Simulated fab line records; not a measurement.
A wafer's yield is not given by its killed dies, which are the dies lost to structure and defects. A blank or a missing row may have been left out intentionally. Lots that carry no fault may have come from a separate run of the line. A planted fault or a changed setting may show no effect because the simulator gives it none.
What tool caused it? | flow n5_finfet | 10 lots, 30 wafers sampled, at 2 steps of a route of 1938

== WHAT EACH GAUGE READ, for each wafer ==
N5_BEOL_M0_SAQP_CD_MEAS_14 targets a cd of 42.5 nm.
lot  | measured     | on        | cd_nm (nm)
L597 | day 6 14:25  | cd_sem-02 | 42.0 41.9 41.8
L600 | day 7 07:22  | cd_sem-01 | 42.5 42.4 42.5
L606 | day 8 23:37  | cd_sem-01 | 42.7 42.9 42.4
L610 | day 9 20:30  | cd_sem-03 | 42.5 42.2 42.4
L611 | day 10 06:05 | cd_sem-03 | 42.2 41.7 42.1
L612 | day 10 07:57 | cd_sem-01 | 43.1 42.9 43.1
L613 | day 10 13:02 | cd_sem-01 | 42.8 42.4 42.7
L614 | day 10 16:12 | cd_sem-02 | 42.6 42.5 42.4
L615 | day 10 22:10 | cd_sem-02 | 42.4 42.6 42.4
L616 | day 11 08:16 | cd_sem-03 | 42.0 42.6 42.4

== WHAT TOOL EACH LOT RAN ON (gives the tool, then ch and the chambers of the sampled wafers, and finally the start) ==
lot  | N5_BEOL_M0_SAQP_PECVD_96
L597 | pecvd-04 ch 1,2, day 6 13:45
L600 | pecvd-01 ch 1,2, day 7 06:41
L606 | pecvd-01 ch 0,2, day 8 22:58
L610 | pecvd-03 ch 0,1, day 9 19:52
L611 | pecvd-04 ch 0,1,2, day 10 05:25
L612 | pecvd-01 ch 0,1, day 10 07:13
L613 | pecvd-04 ch 0,1,2, day 10 12:31
L614 | pecvd-03 ch 0,2, day 10 15:40
L615 | pecvd-04 ch 0,2, day 10 21:30
L616 | pecvd-04 ch 0,1,2, day 11 07:40
- N5_BEOL_M0_SAQP_PECVD_96: deposits a-Si from SiH4/He, target thk 45 nm, time 45.2 s.

== THE ANSWER, worked out from the rows above alone ==
Rule: the lots themselves supply what counts as usual. The widest of any qualifying gaps counts: lots, ordered by their means at a reading, are off when they make up no more than a third of the lots, leave a main group of 4 or more, and stand apart from it by 3 or more times the standard deviation of that group's means. A main group is skipped when, at the precision printed for the reading in the tables above, its means are all equal. A lot without any number at a reading at which 4 lots or more have one is off too. All remaining lots with rows at the step are treated as sound.
Nothing can be told from this: no lot is off at any reading shown.

== WHAT THE SIMULATOR PUT IN ==
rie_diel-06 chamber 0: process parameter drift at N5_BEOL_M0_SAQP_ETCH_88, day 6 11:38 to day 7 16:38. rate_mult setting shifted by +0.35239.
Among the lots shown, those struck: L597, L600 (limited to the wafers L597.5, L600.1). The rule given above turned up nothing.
